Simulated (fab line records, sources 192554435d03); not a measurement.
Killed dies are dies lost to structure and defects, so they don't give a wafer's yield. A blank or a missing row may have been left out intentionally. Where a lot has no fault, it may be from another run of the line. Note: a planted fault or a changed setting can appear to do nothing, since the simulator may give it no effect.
Matching of chambers | flow n5Finfet | N5_SDB_CMP_30 on cmp-03: 4 sister chambers
The step polishes, stops on poly-Si, t overpolish 1.54 s, target thk 30 nm. 8 wafers are shown with their chamber, then 12 later ones without.

== WAFERS WITH THEIR CHAMBER ==
wafer  | chamber | motorCurrentA (A) | timeToEndpointS (s)
L082.2 | 1       | 12.4              | 16
L086.3 | 0       | 15.2              | 17
L086.4 | 2       | 13.3              | 18
L088.1 | 1       | 11.9              | 18
L088.5 | 3       | 12.1              | 19
L091.1 | 0       | 14.9              | 18
L091.2 | 2       | 13.1              | 18
L091.4 | 3       | 11.7              | 21

== WAFERS WITHOUT THEIR CHAMBER ==
wafer  | motorCurrentA (A) | timeToEndpointS (s)
L092.1 | 15.3              | 22
L092.2 | 12.5              | 19
L092.3 | 12.1              | 23
L094.3 | 12.4              | 16
L094.4 | 12.4              | 20
L094.6 | 14.9              | 17
L095.2 | 15.2              | 16
L095.5 | 12.3              | 14
L095.6 | 14.8              | 14
L096.3 | 11.6              | 20
L096.5 | 11.9              | 16
L096.6 | 12.7              | 15

== THE CHAMBER EACH PASSED THROUGH ==
wafer  | from the rows above          | in truth
L092.1 | 0                            | 0
L092.2 | can't be placed: 1 or 3 or 2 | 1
L092.3 | 3                            | 3
L094.3 | 1                            | 1
L094.4 | can't be placed: 3 or 1 or 2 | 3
L094.6 | 0                            | 0
L095.2 | 0                            | 0
L095.5 | 1                            | 1
L095.6 | 0                            | 0
L096.3 | 3                            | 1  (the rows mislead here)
L096.5 | 1                            | 1
L096.6 | can't be placed: 1 or 2      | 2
8 of 12 placed correctly. Not placeable from these rows: 3 (in 3, the candidates include the true chamber). Placed wrongly: 1.
How it was worked out, from the rows above alone: a wafer's distance from a chamber is the root of the sum, over the readings, of the square of ((its reading less the chamber's mean) divided by the reading's scatter). The wafer belongs to the nearest chamber; if the next one is less than 2 further off, it can't be placed. The mean given for a chamber averages the wafers shown for that chamber. The scatter: take each reading less its chamber's mean, square it, sum over the shown wafers, divide by the number of wafers less the number of chambers, and take the root.
